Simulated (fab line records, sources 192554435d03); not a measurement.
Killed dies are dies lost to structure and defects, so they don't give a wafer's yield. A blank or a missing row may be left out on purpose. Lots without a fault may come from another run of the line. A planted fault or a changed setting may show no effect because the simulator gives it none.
Chamber matching | flow n5_finfet | N5_BEOL_M4_STRIP_66 on rie_diel-02: 4 sister chambers
The step strips in CF4. 4 wafers are shown with their chamber, then 10 later ones without.

WAFERS WITH THEIR CHAMBER
wafer  | chamber | showerhead_plenum_p_Torr (Torr)
L075.1 | 1       | 1.77
L082.4 | 0       | 1.89
L087.3 | 3       | 1.71
L087.4 | 2       | 1.78

WAFERS WITHOUT THEIR CHAMBER
wafer  | showerhead_plenum_p_Torr (Torr)
L087.5 | 1.71
L092.1 | 1.88
L092.3 | 1.78
L092.6 | 1.78
L095.1 | 1.76
L095.2 | 1.77
L095.3 | 1.71
L095.4 | 1.88
L095.5 | 1.71
L095.6 | 1.88

WHICH CHAMBER EACH WENT THROUGH
wafer  | from the rows above     | in truth
L087.5 | 3                       | 3
L092.1 | 0                       | 0
L092.3 | can't be placed: 2 or 1 | 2
L092.6 | can't be placed: 2 or 1 | 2
L095.1 | can't be placed: 1 or 2 | 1
L095.2 | can't be placed: 1 or 2 | 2
L095.3 | 3                       | 3
L095.4 | 0                       | 0
L095.5 | 3                       | 3
L095.6 | 0                       | 0
Placed correctly: 6 of 10. Can't be placed from these rows: 4 (the true chamber is among the candidates in 4). Placed wrongly: 0.
How it was worked out, from the rows above alone: a wafer's distance from a chamber is the root of the sum, over the readings, of the square of ((its reading less the chamber's mean) divided by the reading's scatter). The wafer belongs to the nearest chamber; if the next one is less than 2 further off, it can't be placed. A chamber's mean is the mean of its shown wafers. The scatter: with one shown wafer a chamber, the root of the mean of the squares of how far each hidden wafer lies from its nearest shown one.
